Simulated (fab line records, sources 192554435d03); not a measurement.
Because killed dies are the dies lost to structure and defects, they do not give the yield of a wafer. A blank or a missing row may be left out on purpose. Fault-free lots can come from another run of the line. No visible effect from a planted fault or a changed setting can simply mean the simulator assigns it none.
fab line records	flow n5Finfet	part 1 of 2: steps 1 to 22 of 30
record: lots: 5	wafers: 15	lastDay: 18
route steps=1938 shown SDB@347
lots with no fault: from the same line, run without faults
startH: the number of hours between the record's first day and the start of the first shown wafer of the lot	waitH: how many hours have passed since the lot's step before this one	" as in the row above	L1.1+2: one row covering several wafers at once	- no value, or no start given	* or withheld: withheld	< > ~ a bound
route shown NAME@n: names a module that has steps shown in the file, with the first one's number in the route	usual: mean and standard deviation over wafers with no fault	same: alike in all rows	chamber/n: place in a boat	sites: readings site by site	_std_site: standard deviation of those values	_edge_site: outer sites' mean less inner sites'	radiusMm: for every site, how far away it sits from the centre of the wafer	mask NAME#n: copy n	behind: tool/chamber where the wafer was last shaped	hold: why the lot was held/for how many hours/how that ended	device: which transistor (n, p or np) failed to switch	end of line: the tests these same wafers got at the end of their route	where a step has no rows: the recipe by itself	killed: not the wafer's yield, but the dies lost to structure and defects at the first sort	map: the dies of a wafer, with x for killed, . for not killed, _ for no die there
set.NAME: the setting that was run; set.NAME@STEP: the one run at that earlier step	model.NAME: the simulator's own value behind a step, which no gauge read
lots at selected steps of the route; one table per step, one row per wafer
services: from which hour (startH, from the record's first day; less than 0 if before it) a tool's chamber was out of use, for how many hours, and why
== steps ==
step: N5_SDB_HM_DEP_00
recipe: material: SiNx	targetThkA: 400	tempC: 400	precursor: SiH4/NH3/N2	pressureTorr: 1.5	rfW: 300	timeS: 35.3
usual: heaterPowerW: 784/85	showerheadPlenumPTorr: 5.12/0.066	throttleValvePct: 39.3/1.9
lot.wafer	tool	chamber	startH	waitH	heaterPowerW	showerheadPlenumPTorr	throttleValvePct
L080.1	pecvd-04	2	100.64	0.0	865	5.23	41.9
L080.3	"	1	"	"	911	5.21	39.1
L080.6	"	1	"	"	895	5.20	38.6
L085.1	pecvd-02	2	130.48	0.0	611	5.04	36.8
L085.2	"	1	"	"	873	5.10	39.4
L085.4	"	1	"	"	896	5.08	39.4
L087.2	pecvd-04	2	151.36	0.0	957	5.23	41.7
L087.5	"	1	"	"	830	5.23	38.8
L087.6	"	0	"	"	675	5.11	39.4
L091.2	pecvd-04	1	169.36	0.0	880	5.22	38.7
L091.4	"	1	"	"	895	5.21	38.9
L091.5	"	0	"	"	810	5.11	39.2
L096.2	pecvd-01	2	199.11	0.0	729	5.04	37.3
L096.4	"	1	"	"	760	5.06	40.4
L096.5	"	0	"	"	721	5.12	42.6
step: N5_SDB_COAT_03
recipe: resist: SOC	tempC: 250	timeS: 60	spinRpm: 1500	resistThkNm: 100
lot.wafer	tool	chamber	startH	waitH
L080.1+3+6	lithoTrack-02	0	100.72	0.1
L085.1+2+4	lithoTrack-01	0	130.56	0.1
L087.2+5+6	lithoTrack-03	0	151.44	0.1
L091.2+4+5	lithoTrack-01	0	169.45	0.1
L096.2+4+5	lithoTrack-01	0	199.19	0.1
step: N5_SDB_COAT_04
recipe: resist: SiARC	tempC: 220	timeS: 60	spinRpm: 1500	resistThkNm: 18
lot.wafer	tool	chamber	startH	waitH
L080.1+3+6	lithoTrack-02	0	-	-
L085.1+2+4	lithoTrack-01	0	-	-
L087.2+5+6	lithoTrack-03	0	-	-
L091.2+4+5	lithoTrack-01	0	-	-
L096.2+4+5	lithoTrack-01	0	-	-
step: N5_SDB_COAT_05
recipe: resist: CAR-ArF	spinRpm: 1500	resistThkNm: 90
lot.wafer	tool	chamber	startH	waitH
L080.1+3+6	lithoTrack-02	0	-	-
L085.1+2+4	lithoTrack-01	0	-	-
L087.2+5+6	lithoTrack-03	0	-	-
L091.2+4+5	lithoTrack-01	0	-	-
L096.2+4+5	lithoTrack-01	0	-	-
step: N5_SDB_EBR_07
recipe: solvent: PGMEA	ebrWidthMm: 1.5
same: ebrWidthMm: 1.5
lot.wafer	tool	chamber	startH	waitH
L080.1+3+6	lithoTrack-02	0	-	-
L085.1+2+4	lithoTrack-01	0	-	-
L087.2+5+6	lithoTrack-03	0	-	-
L091.2+4+5	lithoTrack-01	0	-	-
L096.2+4+5	lithoTrack-01	0	-	-
step: N5_SDB_SOFTBAKE_06
recipe: tempC: 110	timeS: 60	resist: CAR-ArF
lot.wafer	tool	chamber	startH	waitH
L080.1+3+6	lithoTrack-02	0	-	-
L085.1+2+4	lithoTrack-01	0	-	-
L087.2+5+6	lithoTrack-03	0	-	-
L091.2+4+5	lithoTrack-01	0	-	-
L096.2+4+5	lithoTrack-01	0	-	-
step: N5_SDB_EXPOSE_08
recipe: maskId: SDB	na: 1.35	sourceShape: conventional	sigmaOuter: 0.5	polarization: unpolarized	doseMj: 49.6
lot.wafer	tool	chamber	startH	waitH	mask
L080.1+3+6	arfiScanner-02	0	100.84	-	SDB#0
L085.1+2+4	arfiScanner-01	0	130.80	-	SDB#0
L087.2+5+6	arfiScanner-01	0	151.56	-	SDB#0
L091.2+4+5	arfiScanner-01	0	169.69	-	SDB#0
L096.2+4+5	arfiScanner-02	0	199.31	-	SDB#0
step: N5_SDB_PEB_09
recipe: pebTempC: withheld	pebTimeS: 60	resist: CAR-ArF
lot.wafer	tool	chamber	startH	waitH
L080.1+3+6	lithoTrack-03	0	100.89	0.1
L085.1+2+4	lithoTrack-02	0	130.86	0.1
L087.2+5+6	lithoTrack-02	0	151.62	0.0
L091.2+4+5	lithoTrack-03	0	169.75	0.0
L096.2+4+5	lithoTrack-01	0	199.37	0.0
step: N5_SDB_DEVELOP_10
recipe: developTimeS: 30	developer: TMAH	resist: CAR-ArF	rinseLiquid: diw	dry: airSpin	devTempC: 23
lot.wafer	tool	chamber	startH	waitH
L080.1+3+6	lithoTrack-03	0	-	-
L085.1+2+4	lithoTrack-02	0	-	-
L087.2+5+6	lithoTrack-02	0	-	-
L091.2+4+5	lithoTrack-03	0	-	-
L096.2+4+5	lithoTrack-01	0	-	-
step: N5_SDB_CD_MEAS_11
recipe: targetCdNm: 50	landingEnergyEv: 500	detector: seInlens	polarity: opening
usual: cdNm: 50.8/0.99
lot.wafer	tool	chamber	startH	waitH	cdNm
L080.1	cdSem-01	0	100.96	-	50.0
L080.3	"	0	"	"	50.7
L080.6	"	0	"	"	50.6
L085.1	cdSem-02	0	130.93	-	49.4
L085.2	"	0	"	"	50.8
L085.4	"	0	"	"	49.6
L087.2	cdSem-01	0	151.68	-	50.3
L087.5	"	0	"	"	50.0
L087.6	"	0	"	"	51.1
L091.2	cdSem-03	0	169.82	-	50.9
L091.4	"	0	"	"	50.7
L091.5	"	0	"	"	50.8
L096.2	cdSem-03	0	199.43	-	50.8
L096.4	"	0	"	"	50.7
L096.5	"	0	"	"	50.4
step: N5_SDB_OVL_MEAS_12
recipe: pointsPerWafer: 44
usual: SDB_OVL: -0.2/0.84
same: pointsPerWafer: 44
lot.wafer	tool	chamber	startH	waitH	SDB_OVL[nm]
L080.1	overlay-01	0	100.99	0.0	0.2
L080.3	"	0	"	"	1.0
L080.6	"	0	"	"	0.4
L085.1	overlay-01	0	130.96	0.0	-0.1
L085.2	"	0	"	"	0.2
L085.4	"	0	"	"	-0.3
L087.2	overlay-02	0	151.71	0.0	-1.2
L087.5	"	0	"	"	0.3
L087.6	"	0	"	"	-0.4
L091.2	overlay-01	0	169.87	0.1	1.0
L091.4	"	0	"	"	0.0
L091.5	"	0	"	"	0.6
L096.2	overlay-02	0	199.46	0.0	-1.1
L096.4	"	0	"	"	0.1
L096.5	"	0	"	"	-2.1
step: N5_SDB_INSPECT_13
recipe: mode: adi	inspectInstrument: brightfield
usual: rawDefectCount: 70/26
lot.wafer	tool	chamber	startH	waitH	rawDefectCount
L080.1	defectInspect-01	-	101.01	0.0	60
L080.3	"	-	"	"	60
L080.6	"	-	"	"	73
L085.1	defectInspect-01	-	130.98	0.0	42
L085.2	"	-	"	"	50
L085.4	"	-	"	"	55
L087.2	defectInspect-01	-	151.74	0.0	118
L087.5	"	-	"	"	58
L087.6	"	-	"	"	67
L091.2	defectInspect-02	-	169.90	0.0	36
L091.4	"	-	"	"	28
L091.5	"	-	"	"	40
L096.2	defectInspect-01	-	199.49	0.0	71
L096.4	"	-	"	"	80
L096.5	"	-	"	"	50
step: N5_SDB_DESCUM_16
recipe: chemistry: O2	timeS: 7.9	sourcePowerW: 50	biasPowerW: 20	pressureMtorr: 20	rfFrequencyHz: 2.712e+07	tempC: 40	resist: CAR-ArF	o2FlowSccm: 225
usual: drypumpMotorCurrentA: 5.7/0.53	oesProductAu: 0.79/0.089	rfVppV: 244.0/1	showerheadPlenumPTorr: 2.15/0.058	throttleValvePct: 20.36/0.19
lot.wafer	tool	chamber	startH	waitH	drypumpMotorCurrentA	oesProductAu	rfHoursCounterH	rfVppV	showerheadPlenumPTorr	throttleValvePct
L080.1	rieDiel-04	2	101.08	0.1	5.0	0.69	246	244.2	2.14	20.81
L080.3	"	0	"	"	6.7	0.91	29	243.1	2.23	20.10
L080.6	"	2	"	"	5.0	0.69	-	244.7	2.14	20.81
L085.1	rieDiel-04	1	134.34	3.4	5.6	0.79	109	243.7	2.10	20.19
L085.2	"	2	"	"	5.0	1.01	1	243.6	2.14	20.36
L085.4	"	3	"	"	4.9	0.85	72	242.3	2.01	20.35
L087.2	rieDiel-04	1	151.77	0.0	5.6	0.77	116	244.2	2.10	20.21
L087.5	"	0	"	"	6.7	0.87	-	246.0	2.22	20.11
L087.6	"	1	"	"	5.6	0.78	-	243.4	2.10	20.21
L091.2	rieDiel-05	3	170.04	0.1	6.1	0.71	196	244.7	2.18	20.57
L091.4	"	1	"	"	6.0	0.70	196	242.8	2.18	20.59
L091.5	"	1	"	"	6.1	0.69	-	243.6	2.17	20.57
L096.2	rieDiel-04	2	199.52	0.0	5.0	0.91	25	244.2	2.13	20.40
L096.4	"	0	"	"	6.7	0.85	62	243.9	2.21	20.12
L096.5	"	1	"	"	5.7	0.77	-	243.2	2.10	20.22
step: N5_SDB_ETCH_17
recipe: chemistry: CF4	target: SiARC	targetDepthA: 234	maskMaterial: CAR-ArF	timeS: 39	ionEnergyEv: 80	pressureMtorr: 40	sourceW: 545	biasW: 36	Ar_flow_sccm: 100	cf4FlowSccm: 100	ends: cleared
usual: drypumpMotorCurrentA: 5.7/0.52	etchRfOnTimeS: 39.3/0.84	mfcArSccm: 100.0/0.31	oesProductAu: 0.67/0.077	rfVppV: 184.7/1	showerheadPlenumPTorr: 2.19/0.046	throttleValvePct: 15.54/0.19
lot.wafer	tool	chamber	startH	waitH	drypumpMotorCurrentA	etchRfOnTimeS	mfcArSccm	oesProductAu	rfHoursCounterH	rfVppV	showerheadPlenumPTorr	throttleValvePct
L080.1	rieDiel-04	2	101.11	0.0	5.0	40.4	100.0	0.57	246	184.5	2.19	16.04
L080.3	"	0	"	"	6.7	38.3	100.0	0.77	29	186.5	2.27	15.24
L080.6	"	2	"	"	5.0	40.3	99.8	0.58	-	183.4	2.19	16.04
L085.1	rieDiel-04	1	134.37	0.0	5.6	38.4	100.1	0.68	109	184.7	2.15	15.41
L085.2	"	2	"	"	5.0	39.5	100.0	0.85	1	184.9	2.19	15.52
L085.4	"	3	"	"	4.9	38.6	99.5	0.73	72	184.8	2.09	15.62
L087.2	rieDiel-04	1	151.81	0.0	5.6	38.7	100.2	0.67	116	183.9	2.15	15.44
L087.5	"	0	"	"	6.7	38.4	99.8	0.75	-	185.7	2.26	15.26
L087.6	"	1	"	"	5.6	38.8	100.1	0.67	-	184.6	2.15	15.43
L091.2	rieDiel-05	3	170.07	0.0	6.1	39.6	100.3	0.60	196	185.2	2.21	15.64
L091.4	"	1	"	"	6.1	41.1	99.6	0.58	196	184.8	2.21	15.76
L091.5	"	1	"	"	6.1	40.9	99.8	0.58	-	183.9	2.21	15.76
L096.2	rieDiel-04	2	199.55	0.0	5.0	39.9	100.1	0.77	25	186.4	2.18	15.58
L096.4	"	0	"	"	6.7	37.7	99.9	0.74	62	185.3	2.26	15.30
L096.5	"	1	"	"	5.7	38.0	99.9	0.67	-	184.9	2.15	15.45
step: N5_SDB_ETCH_18
recipe: chemistry: N2/H2	target: SOC	targetDepthA: 1000	overetchA: 200	maskMaterial: SiARC	tempC: 40	timeS: 150	ionEnergyEv: 200	pressureMtorr: 30	sourceW: 840	biasW: 150	n2FlowSccm: 200	h2FlowSccm: 200
usual: drypumpMotorCurrentA: 5.8/0.52	oesProductAu: 0.70/0.075	rfVppV: 525.9/1.8	showerheadPlenumPTorr: 2.61/0.062	throttleValvePct: 17.74/0.25
lot.wafer	tool	chamber	startH	waitH	drypumpMotorCurrentA	oesProductAu	rfHoursCounterH	rfVppV	showerheadPlenumPTorr	throttleValvePct
L080.1	rieDiel-04	2	101.15	0.0	5.0	0.62	246	525.5	2.61	18.35
L080.3	"	0	"	"	6.7	0.80	29	528.7	2.69	17.28
L080.6	"	2	"	"	5.0	0.62	-	526.7	2.61	18.35
L085.1	rieDiel-04	1	134.41	0.0	5.7	0.71	109	524.3	2.55	17.53
L085.2	"	2	"	"	5.0	0.90	1	525.5	2.61	17.87
L085.4	"	3	"	"	4.9	0.76	72	522.8	2.46	17.87
L087.2	rieDiel-04	1	151.84	0.0	5.7	0.70	116	524.5	2.54	17.53
L087.5	"	0	"	"	6.7	0.78	-	529.0	2.68	17.30
L087.6	"	1	"	"	5.6	0.69	-	525.0	2.54	17.53
L091.2	rieDiel-05	3	170.11	0.0	6.1	0.64	196	523.8	2.64	17.94
L091.4	"	1	"	"	6.0	0.63	196	525.4	2.63	17.91
L091.5	"	1	"	"	6.1	0.62	-	526.6	2.63	17.92
L096.2	rieDiel-04	2	199.59	0.0	5.0	0.82	25	525.8	2.60	17.91
L096.4	"	0	"	"	6.7	0.76	62	528.2	2.67	17.33
L096.5	"	1	"	"	5.7	0.69	-	525.7	2.54	17.56
step: N5_SDB_STRIP_19
recipe: chemistry: N2/H2	tempC: 40	n2FlowSccm: 200	h2FlowSccm: 200	rfFrequencyHz: 6e+07
lot.wafer	tool	chamber	startH	waitH
L080.1+3+6	rieDiel-04	2,0,2	101.27	0.1
L085.1+2+4	rieDiel-04	1,2,3	134.53	0.1
L087.2+5+6	rieDiel-04	1,0,1	151.97	0.1
L091.2+4+5	rieDiel-05	3,1,1	170.23	0.1
L096.2+4+5	rieDiel-04	2,0,1	199.72	0.1
step: N5_SDB_STRIP_21
recipe: chemistry: CF4	resist: SiARC	powerW: 300	biasPowerW: 75	pressureMtorr: 50	cf4FlowSccm: 150	rfFrequencyHz: 6e+07
usual: drypumpMotorCurrentA: 5.7/0.52	oesProductAu: 0.78/0.083	powerW: 299.9/0.77	rfVppV: 272.1/1.2	showerheadPlenumPTorr: 1.84/0.041	throttleValvePct: 13.53/0.19
lot.wafer	tool	chamber	startH	waitH	drypumpMotorCurrentA	oesProductAu	powerW	rfHoursCounterH	rfVppV	showerheadPlenumPTorr	throttleValvePct
L080.1	rieDiel-04	2	101.28	0.0	5.0	0.69	298.7	246	271.4	1.84	14.05
L080.3	"	0	"	"	6.7	0.88	299.8	29	273.1	1.91	13.23
L080.6	"	2	"	"	5.0	0.68	300.2	-	271.5	1.84	14.04
L085.1	rieDiel-04	1	134.54	0.0	5.7	0.78	301.0	109	272.3	1.80	13.40
L085.2	"	2	"	"	5.0	0.99	299.4	1	271.3	1.84	13.49
L085.4	"	3	"	"	4.9	0.83	301.8	72	271.0	1.75	13.58
L087.2	rieDiel-04	1	151.98	0.0	5.6	0.77	299.7	116	270.0	1.80	13.41
L087.5	"	0	"	"	6.7	0.85	300.2	-	274.1	1.90	13.25
L087.6	"	1	"	"	5.7	0.77	298.5	-	271.2	1.80	13.41
L091.2	rieDiel-05	3	170.24	0.0	6.1	0.70	299.9	196	271.4	1.85	13.65
L091.4	"	1	"	"	6.0	0.69	299.2	196	272.5	1.85	13.77
L091.5	"	1	"	"	6.0	0.68	298.7	-	272.6	1.85	13.77
L096.2	rieDiel-04	2	199.73	0.0	5.0	0.90	301.3	25	273.7	1.83	13.53
L096.4	"	0	"	"	6.7	0.83	299.7	62	273.7	1.90	13.29
L096.5	"	1	"	"	5.6	0.76	301.4	-	270.5	1.80	13.43
step: N5_SDB_HM_OPEN_20
recipe: chemistry: CH3F/O2	target: SiNx	maskMaterial: SOC	targetDepthA: 240	stopOn: poly-Si	overEtchFrac: 0.4	ionEnergyEv: 120	pressureMtorr: 30	sourceW: 395	biasW: 73	Ar_flow_sccm: 150	CH3F_flow_sccm: 30	O2_flow_sccm: 20
usual: drypumpMotorCurrentA: 5.7/0.53	mfcArSccm: 150.0/0.45	oesProductAu: 0.64/0.069	rfVppV: 301/5	showerheadPlenumPTorr: 2.05/0.045	throttleValvePct: 16.26/0.19
lot.wafer	tool	chamber	startH	waitH	drypumpMotorCurrentA	mfcArSccm	oesProductAu	rfHoursCounterH	rfVppV	showerheadPlenumPTorr	throttleValvePct
L080.1	rieDiel-04	2	101.30	0.0	5.0	149.0	0.56	246	297	2.05	16.72
L080.3	"	0	"	"	6.7	149.9	0.71	29	300	2.11	15.91
L080.6	"	2	"	"	5.0	150.2	0.57	-	298	2.05	16.72
L085.1	rieDiel-04	1	134.56	0.0	5.6	150.0	0.63	109	293	2.01	16.15
L085.2	"	2	"	"	5.0	149.9	0.81	1	298	2.05	16.25
L085.4	"	3	"	"	4.9	149.7	0.71	72	304	1.94	16.33
L087.2	rieDiel-04	1	152.00	0.0	5.6	150.0	0.64	116	294	2.01	16.14
L087.5	"	0	"	"	6.7	150.4	0.72	-	300	2.11	15.92
L087.6	"	1	"	"	5.6	150.5	0.64	-	293	2.01	16.15
L091.2	rieDiel-05	3	170.26	0.0	6.1	149.6	0.57	196	294	2.07	16.39
L091.4	"	1	"	"	6.1	149.6	0.57	196	302	2.07	16.48
L091.5	"	1	"	"	6.0	149.6	0.57	-	303	2.07	16.46
L096.2	rieDiel-04	2	199.75	0.0	5.0	150.5	0.74	25	298	2.04	16.27
L096.4	"	0	"	"	6.6	149.9	0.69	62	298	2.10	15.97
L096.5	"	1	"	"	5.6	149.8	0.64	-	294	2.01	16.17
step: N5_SDB_STRIP_22
recipe: chemistry: N2/H2	powerW: 1000	tempC: 250	h2Frac: 0.65	overashFraction: 0.3	pressureMtorr: withheld	n2FlowSccm: 1750	h2FlowSccm: 3250
usual: drypumpMotorCurrentA: 5.5/0.59	heaterPowerW: 341/20	oesProductAu: 0.714/0.0042	stripTimeToEndpointS: 96.2/0.41
lot.wafer	tool	chamber	startH	waitH	drypumpMotorCurrentA	heaterPowerW	oesProductAu	rfHoursCounterH	stripTimeToEndpointS
L080.1	plasmaAsher-02	1	101.38	0.1	5.4	310	0.716	44	96.4
L080.3	"	1	"	"	5.4	320	0.712	-	95.7
L080.6	"	0	"	"	5.5	372	0.714	-	96.5
L085.1	plasmaAsher-01	1	134.65	0.1	4.7	322	0.711	92	96.4
L085.2	"	0	"	"	6.4	335	0.716	92	96.5
L085.4	"	1	"	"	4.7	330	0.716	-	96.0
L087.2	plasmaAsher-02	1	152.08	0.1	5.4	306	0.719	54	96.0
L087.5	"	1	"	"	5.4	323	0.718	-	96.0
L087.6	"	0	"	"	5.5	357	0.710	-	96.2
L091.2	plasmaAsher-02	0	170.35	0.1	5.5	374	0.716	58	96.5
L091.4	"	0	"	"	5.5	381	0.719	-	96.8
L091.5	"	1	"	"	5.4	321	0.718	-	96.3
L096.2	plasmaAsher-02	0	199.83	0.1	5.5	359	0.716	63	96.2
L096.4	"	0	"	"	5.5	363	0.712	-	95.8
L096.5	"	1	"	"	5.4	323	0.714	-	96.2
step: N5_SDB_PRECLEAN_23
recipe: chemistry: dHF	timeS: 30	tempC: 25	dilution: withheld
lot.wafer	tool	chamber	startH	waitH
L080.1+3+6	wetBench-04	0,1,5	101.53	0.1
L085.1+2+4	wetBench-03	5,4,7	134.79	0.1
L087.2+5+6	wetBench-04	0,2,1	152.23	0.1
L091.2+4+5	wetBench-03	0,6,5	170.49	0.1
L096.2+4+5	wetBench-01	2,3,6	199.98	0.1
step: N5_SDB_DUMMY_REMOVE_24
recipe: chemistry: TMAH	tempC: 70	target: poly-Si	stopOn: SiO2	targetDepthNm: 142	concWtPct: 5	timeS: 57	dry: ipaMarangoni	rinseTimeS: 30	rinseTempC: 23
usual: bathHeatDutyPct: 13.9/1.4
lot.wafer	tool	chamber	startH	waitH	bathHeatDutyPct
L080.1	wetBench-04	0	101.54	0.0	14.9
L080.3	"	1	"	"	13.5
L080.6	"	5	"	"	12.4
L085.1	wetBench-03	5	134.80	0.0	13.4
L085.2	"	4	"	"	13.4
L085.4	"	7	"	"	16.1
L087.2	wetBench-04	0	152.24	0.0	14.3
L087.5	"	2	"	"	14.5
L087.6	"	1	"	"	13.6
L091.2	wetBench-03	0	170.50	0.0	13.0
L091.4	"	6	"	"	14.6
L091.5	"	5	"	"	13.9
L096.2	wetBench-01	2	199.99	0.0	12.1
L096.4	"	3	"	"	11.9
L096.5	"	6	"	"	13.4
step: N5_SDB_ETCH_25
recipe: chemistry: C4F6/O2	target: SiO2	targetDepthA: 100	timeS: 3.3	ionEnergyEv: 250	maskMaterial: SiNx	pressureMtorr: 30	sourceW: 345	biasW: 185	Ar_flow_sccm: 300	C4F6_flow_sccm: 10	O2_flow_sccm: 10
usual: drypumpMotorCurrentA: 5.7/0.5	mfcArSccm: 299.9/0.91	oesProductAu: 0.78/0.08	rfVppV: 674/12	showerheadPlenumPTorr: 2.92/0.061	throttleValvePct: 21.09/0.19
lot.wafer	tool	chamber	startH	waitH	drypumpMotorCurrentA	mfcArSccm	oesProductAu	rfHoursCounterH	rfVppV	showerheadPlenumPTorr	throttleValvePct
L080.1	rieDiel-01	3	101.86	0.3	5.7	300.3	0.92	17	673	2.91	21.38
L080.3	"	2	"	"	5.8	298.4	0.70	220	681	2.92	20.92
L080.6	"	0	"	"	5.6	299.3	0.69	-	672	2.92	21.13
L085.1	rieDiel-05	2	138.69	3.9	5.9	300.0	0.73	199	693	2.97	21.02
L085.2	"	0	"	"	5.6	300.5	0.77	150	669	2.94	21.02
L085.4	"	3	"	"	6.1	299.3	0.72	187	659	2.94	21.16
L087.2	rieDiel-04	3	152.43	0.2	4.9	299.3	0.83	78	679	2.77	21.24
L087.5	"	3	"	"	4.9	298.0	0.83	-	679	2.77	21.27
L087.6	"	1	"	"	5.7	300.5	0.77	-	657	2.86	20.98
L091.2	rieDiel-05	2	170.60	0.1	5.9	300.5	0.72	211	694	2.96	21.04
L091.4	"	3	"	"	6.1	299.6	0.71	196	658	2.94	21.18
L091.5	"	0	"	"	5.6	300.7	0.76	-	667	2.94	21.02
L096.2	rieDiel-01	0	200.09	0.1	5.5	299.3	0.69	248	672	2.91	21.19
L096.4	"	3	"	"	5.7	298.4	0.88	46	671	2.90	21.44
L096.5	"	0	"	"	5.5	299.4	0.68	-	672	2.91	21.18
